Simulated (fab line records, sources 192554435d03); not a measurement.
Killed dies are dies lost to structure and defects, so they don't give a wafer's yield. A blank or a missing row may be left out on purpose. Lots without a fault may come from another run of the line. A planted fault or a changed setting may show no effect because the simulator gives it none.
fab line records | flow n5_finfet | part 2 of 2: steps 5 to 6 of 6
record lots=20 wafers=60 last_day=18
route steps=1938 shown BEOL_M4@1036 BEOL_M5@1112
lots that met no fault: from a run of the same line without faults
start_h: hours from the record's first day to the start of the lot's first wafer shown | wait_h: hours since the lot's step before | " the same as in the row above | L1.1+2: a row that stands for several wafers | - no value, or no start given | * or withheld: withheld | < > ~ a bound
route shown NAME@n: a module of which the file shows steps, and the number in the route of the first | usual: mean/standard deviation of fault-free wafers | same: alike in all rows | chamber/n: place in a boat | sites: the reading at each site | _std_site: their standard deviation | _edge_site: outer sites' mean less inner sites' | radius_mm: how far each site lies from the wafer's centre | mask NAME#n: copy n | behind: the tool/chamber that last shaped the wafer | hold: why the lot was held/for how many hours/how that ended | device: the transistor (n, p or np) that didn't switch | end of line: the same wafers' tests at the end of the route | a step without rows: its recipe alone | killed: dies lost to structure and defects at the first sort, not the wafer's yield | map: a wafer's dies, x killed, . not, _ none there
set.NAME: the setting as run; set.NAME@STEP: as run at that earlier step | model.NAME: the simulator's own value behind a step, which no gauge read
steps of the route over a sample of lots; a table a step, a row a wafer
services: from which hour (start_h, from the record's first day; less than 0 if before it) a tool's chamber was out of use, for how many hours, and why
## steps
# step N5_BEOL_M5_STRIP_64
# recipe chemistry=CF4 resist=SiARC power_w=300 bias_power_w=75 pressure_mtorr=50 cf4_flow_sccm=150 rf_frequency_hz=6e+07
# usual bias_power_w=75.02/0.21 drypump_motor_current_A=5.6/0.44 oes_product_au=0.80/0.1 rf_vpp_V=270.7/1.5 showerhead_plenum_p_Torr=1.78/0.055 throttle_valve_pct=13.46/0.25
# columns lot.wafer tool chamber start_h wait_h bias_power_w drypump_motor_current_A oes_product_au rf_hours_counter_h rf_vpp_V showerhead_plenum_p_Torr throttle_valve_pct
L075.3 rie_diel-01 3 166.10 0.0 75.13 5.6 0.76 147 271.7 1.87 13.49
L075.4 " 1 " " 74.81 5.8 0.84 72 270.2 1.75 13.27
L075.6 " 1 " " 75.24 5.8 0.84 - 270.0 1.75 13.29
L074.2 rie_diel-03 2 182.78 0.0 75.03 5.0 0.94 5 271.7 1.84 13.24
L074.5 " 1 " " 74.68 6.3 0.69 - 271.0 1.83 14.02
L074.6 " 0 " " 75.23 6.0 0.67 - 270.5 1.76 13.53
L078.1 rie_diel-03 2 198.83 0.0 74.80 5.1 0.93 10 271.5 1.84 13.23
L078.5 " 3 " " 74.84 5.7 0.68 - 271.0 1.78 13.87
L078.6 " 0 " " 75.16 6.0 0.67 - 271.4 1.76 13.53
L079.3 rie_diel-03 3 199.12 0.0 75.15 5.7 0.67 242 268.5 1.78 13.87
L079.5 " 1 " " 74.84 6.3 0.69 - 272.9 1.83 14.02
L079.6 " 0 " " 75.37 6.1 0.67 - 272.0 1.76 13.54
L080.3 rie_diel-01 1 206.91 0.0 75.30 5.8 0.82 81 271.0 1.75 13.30
L080.4 " 0 " " 75.02 4.9 0.92 13 271.3 1.75 13.11
L080.6 " 2 " " 75.02 5.2 0.77 - 269.4 1.73 13.55
L082.2 rie_diel-01 1 213.81 0.0 74.84 5.8 0.83 83 270.6 1.75 13.31
L082.3 " 0 " " 74.91 5.0 0.92 15 272.1 1.75 13.11
L082.6 " 0 " " 74.75 4.9 0.91 - 270.3 1.75 13.13
L081.3 rie_diel-04 2 213.86 0.0 75.01 6.2 0.86 56 271.7 1.81 13.08
L081.4 " 0 " " 74.89 5.8 0.68 249 269.1 1.77 13.95
L081.5 " 0 " " 74.67 5.8 0.68 - 269.3 1.77 13.96
L083.2 rie_diel-03 0 218.73 0.0 75.33 6.0 0.66 249 270.3 1.76 13.53
L083.5 " 2 " " 74.80 5.0 0.90 - 272.3 1.84 13.25
L083.6 " 0 " " 75.01 6.0 0.66 - 271.8 1.76 13.53
L084.1 rie_diel-03 3 229.55 0.0 74.75 5.7 0.66 252 270.8 1.78 13.90
L084.3 " 2 " " 75.11 5.0 0.90 19 272.3 1.84 13.25
L084.5 " 2 " " 75.08 5.0 0.90 - 273.0 1.84 13.27
L085.1 rie_diel-01 2 236.40 0.0 74.84 5.2 0.76 150 269.4 1.73 13.57
L085.3 " 1 " " 74.69 5.8 0.83 91 270.8 1.75 13.33
L085.4 " 2 " " 74.88 5.2 0.76 - 270.0 1.73 13.58
L087.1 rie_diel-03 0 265.27 0.0 75.08 6.0 0.96 1 271.4 1.76 13.00
L087.4 " 0 " " 74.88 6.0 0.97 - 270.0 1.76 13.00
L087.5 " 2 " " 75.20 5.0 0.87 - 272.9 1.83 13.31
L088.2 rie_diel-01 2 268.95 0.0 75.21 5.2 0.75 163 268.8 1.73 13.59
L088.5 " 3 " " 74.67 5.6 0.73 - 272.7 1.87 13.56
L088.6 " 2 " " 74.86 5.2 0.75 - 268.3 1.73 13.60
L089.1 rie_diel-04 1 268.97 0.0 75.16 5.7 0.73 169 266.6 1.65 13.45
L089.4 " 2 " " 75.20 6.2 0.83 76 270.7 1.81 13.12
L089.6 " 3 " " 75.02 5.2 0.67 - 269.1 1.70 13.63
L090.2 rie_diel-03 0 273.22 0.0 74.71 6.0 0.95 5 269.1 1.76 13.00
L090.4 " 0 " " 74.79 6.0 0.94 - 269.5 1.76 13.00
L090.5 " 1 " " 74.84 6.4 0.88 - 273.0 1.83 13.50
L093.1 rie_diel-03 1 289.46 0.0 75.06 6.3 0.87 22 270.6 1.83 13.54
L093.2 " 0 " " 74.67 6.1 0.94 9 269.5 1.76 13.02
L093.6 " 0 " " 74.97 6.0 0.93 - 269.6 1.76 13.02
L092.4 rie_diel-04 2 292.28 0.0 75.55 6.2 0.82 81 272.5 1.81 13.14
L092.5 " 0 " " 75.06 5.8 0.91 - 269.0 1.76 13.40
L092.6 " 1 " " 75.22 5.7 0.73 - 268.7 1.64 13.43
L094.1 rie_diel-03 2 292.38 0.0 75.17 5.0 0.85 46 272.0 1.83 13.32
L094.4 " 0 " " 74.84 6.0 0.92 10 270.6 1.76 13.00
L094.5 " 2 " " 75.02 5.0 0.85 - 271.5 1.83 13.33
L095.1 rie_diel-04 2 298.83 0.0 74.78 6.2 0.82 84 272.3 1.81 13.14
L095.3 " 1 " " 75.25 5.7 0.73 176 266.8 1.64 13.43
L095.4 " 3 " " 74.78 5.2 0.67 241 268.9 1.70 13.65
L096.3 rie_diel-01 0 308.47 0.0 74.88 4.9 0.87 41 269.6 1.75 13.19
L096.4 " 0 " " 74.70 4.9 0.87 - 270.4 1.75 13.18
L096.6 " 2 " " 75.02 5.2 0.75 - 268.8 1.72 13.62
L097.2 rie_diel-01 0 311.88 0.0 74.94 5.0 0.86 43 271.0 1.75 13.17
L097.3 " 3 " " 75.19 5.6 0.72 195 273.8 1.86 13.58
L097.5 " 0 " " 75.02 5.0 0.86 - 270.4 1.75 13.17
# step N5_BEOL_M5_ETCH_67
# recipe chemistry=CF4 target=SiARC target_depth_a=156 mask_material=CAR-EUV time_s=26 ion_energy_ev=80 pressure_mtorr=40 source_w=545 bias_w=36 Ar_flow_sccm=100 cf4_flow_sccm=100 ends=cleared
# usual bias_w=35.99/0.11 drypump_motor_current_A=5.6/0.43 etch_rf_on_time_s=25.8/0.55 oes_product_au=0.70/0.079 rf_vpp_V=183.6/1.3 showerhead_plenum_p_Torr=2.11/0.073 throttle_valve_pct=15.42/0.21
# columns lot.wafer tool chamber start_h wait_h bias_w drypump_motor_current_A etch_rf_on_time_s oes_product_au rf_hours_counter_h rf_vpp_V showerhead_plenum_p_Torr throttle_valve_pct
L075.3 rie_diel-04 2 167.78 0.0 36.09 6.2 26.3 0.76 44 183.0 2.18 15.13
L075.4 " 1 " " 35.81 5.7 26.1 0.65 136 182.4 1.97 15.37
L075.6 " 2 " " 36.12 6.2 26.4 0.75 - 185.0 2.18 15.13
L074.2 rie_diel-01 1 184.21 0.0 35.88 5.8 25.4 0.73 76 183.6 2.09 15.35
L074.5 " 0 " " 35.91 4.9 26.7 0.81 - 184.7 2.11 15.19
L074.6 " 3 " " 36.17 5.6 26.2 0.65 - 185.4 2.24 15.51
L078.1 rie_diel-01 0 199.57 0.0 35.98 5.0 26.5 0.80 11 182.4 2.11 15.19
L078.5 " 2 " " 36.12 5.2 26.4 0.66 - 182.7 2.07 15.57
L078.6 " 1 " " 35.94 5.8 25.2 0.73 - 182.4 2.09 15.35
L079.3 rie_diel-04 0 200.06 0.0 36.04 5.8 25.5 0.59 247 184.8 2.10 15.90
L079.5 " 1 " " 35.99 5.7 25.6 0.65 - 181.4 1.97 15.41
L079.6 " 0 " " 36.06 5.8 25.7 0.59 - 184.9 2.10 15.91
L080.3 rie_diel-04 0 208.83 0.0 36.10 5.8 25.7 0.60 248 182.5 2.10 15.92
L080.4 " 1 " " 35.89 5.7 25.8 0.65 147 182.9 1.97 15.39
L080.6 " 2 " " 36.03 6.2 26.5 0.73 - 184.3 2.18 15.14
L081.3 rie_diel-04 0 214.74 0.0 36.05 5.7 25.8 0.59 249 184.1 2.10 15.91
L081.4 " 2 " " 36.21 6.2 26.4 0.73 56 185.0 2.18 15.17
L081.5 " 3 " " 35.96 5.2 25.5 0.60 - 181.9 2.04 15.57
L082.2 rie_diel-03 3 214.91 0.0 35.78 5.7 26.2 0.57 246 183.3 2.12 15.87
L082.3 " 2 " " 35.93 5.0 25.3 0.79 13 184.7 2.19 15.24
L082.6 " 0 " " 36.01 6.0 25.8 0.58 - 184.6 2.10 15.48
L083.2 rie_diel-04 3 220.01 0.0 35.97 5.2 25.7 0.59 214 181.3 2.04 15.59
L083.5 " 2 " " 35.89 6.2 26.3 0.73 - 183.7 2.18 15.16
L083.6 " 1 " " 35.87 5.7 25.7 0.65 - 181.9 1.97 15.39
L084.1 rie_diel-04 2 230.97 0.0 35.92 6.2 26.3 0.73 62 184.5 2.18 15.16
L084.3 " 3 " " 35.97 5.2 25.5 0.60 218 183.3 2.04 15.58
L084.5 " 3 " " 36.01 5.2 25.5 0.59 - 181.3 2.04 15.57
L085.1 rie_diel-04 3 237.34 0.0 36.13 5.2 25.4 0.59 222 182.3 2.04 15.60
L085.3 " 1 " " 36.12 5.6 25.9 0.64 158 181.6 1.97 15.42
L085.4 " 1 " " 36.07 5.6 25.8 0.64 - 181.7 1.97 15.42
L087.1 rie_diel-03 1 267.16 0.0 35.97 6.3 24.9 0.78 15 185.0 2.19 15.59
L087.4 " 1 " " 35.89 6.3 25.0 0.78 - 185.3 2.19 15.60
L087.5 " 2 " " 35.86 5.0 25.5 0.76 - 183.5 2.18 15.30
L088.2 rie_diel-01 2 270.30 0.0 35.91 5.2 26.3 0.64 163 183.8 2.06 15.61
L088.5 " 3 " " 35.95 5.6 26.2 0.63 - 185.4 2.23 15.58
L088.6 " 2 " " 36.06 5.2 26.1 0.65 - 182.9 2.06 15.60
L089.1 rie_diel-01 2 273.04 0.0 36.10 5.2 26.3 0.65 165 183.1 2.06 15.63
L089.4 " 2 " " 35.99 5.2 26.0 0.66 - 183.3 2.06 15.59
L089.6 " 1 " " 35.95 5.8 25.6 0.70 - 181.9 2.08 15.40
L090.2 rie_diel-03 1 274.06 0.0 35.74 6.3 25.1 0.77 18 184.0 2.18 15.62
L090.4 " 2 " " 36.00 5.0 25.6 0.75 - 183.5 2.18 15.30
L090.5 " 0 " " 36.02 6.0 24.9 0.83 - 185.2 2.09 15.02
L093.1 rie_diel-03 1 290.94 0.0 35.90 6.3 25.0 0.77 23 186.1 2.18 15.61
L093.2 " 0 " " 35.81 6.0 24.8 0.82 10 184.2 2.09 15.02
L093.6 " 3 " " 35.99 5.7 25.3 0.82 - 184.3 2.11 15.41
L094.1 rie_diel-01 0 293.94 0.0 36.07 5.0 26.7 0.75 38 185.5 2.10 15.24
L094.4 " 3 " " 36.01 5.6 26.5 0.62 189 183.8 2.22 15.56
L094.5 " 2 " " 36.14 5.2 26.0 0.65 - 184.1 2.06 15.61
L092.4 rie_diel-03 2 294.25 0.0 35.88 5.0 25.4 0.74 46 185.0 2.17 15.32
L092.5 " 3 " " 35.84 5.7 25.3 0.82 - 183.0 2.11 15.43
L092.6 " 0 " " 36.07 6.0 24.6 0.82 - 184.8 2.09 15.04
L095.1 rie_diel-03 1 299.73 0.0 35.90 6.3 24.8 0.76 25 185.0 2.18 15.61
L095.3 " 2 " " 35.94 5.0 25.4 0.74 48 183.7 2.17 15.32
L095.4 " 0 " " 36.04 6.0 24.6 0.83 12 183.4 2.09 15.03
L096.3 rie_diel-04 0 309.54 0.0 35.95 5.8 24.8 0.81 13 185.0 2.09 15.45
L096.4 " 1 " " 35.92 5.7 25.9 0.62 180 182.4 1.96 15.45
L096.6 " 0 " " 35.99 5.8 24.7 0.80 - 184.4 2.09 15.45
L097.2 rie_diel-01 2 314.56 0.0 36.10 5.2 25.7 0.64 178 182.4 2.05 15.65
L097.3 " 3 " " 36.10 5.6 26.2 0.62 196 185.1 2.22 15.60
L097.5 " 1 " " 35.94 5.7 25.3 0.69 - 183.7 2.08 15.42
## services
# columns tool chamber start_h hours kind
rie_diel-04 1 136.39 8.7 repair
rie_diel-02 0 151.41 1.6 repair
pecvd-01 - 152.21 1.7 repair
pecvd-03 1 157.84 3.6 repair
rie_diel-06 2 168.37 33.9 repair
cmp-02 - 184.75 2.0 repair
rie_diel-01 1 186.61 6.5 repair
cmp-02 - 197.05 4.4 repair
rie_diel-04 3 198.65 1.7 repair
rie_diel-01 1 218.33 2.2 repair
rie_diel-04 - 237.68 2.8 pm
cmp-02 - 237.89 4.0 pm
pecvd-03 - 238.67 4.3 pm
pecvd-01 - 241.79 14.6 pm
cmp-02 - 245.71 4.2 repair
rie_diel-05 - 250.18 0.4 repair
rie_diel-01 0 254.85 1.3 repair
rie_diel-01 0 269.55 3.6 repair
pecvd-01 1 279.98 6.5 repair
cmp-02 - 283.57 2.2 repair
pecvd-01 0 287.45 3.9 repair
rie_diel-04 - 288.48 2.1 repair
cmp-02 - 298.87 3.1 repair
rie_diel-01 1 305.80 8.6 repair
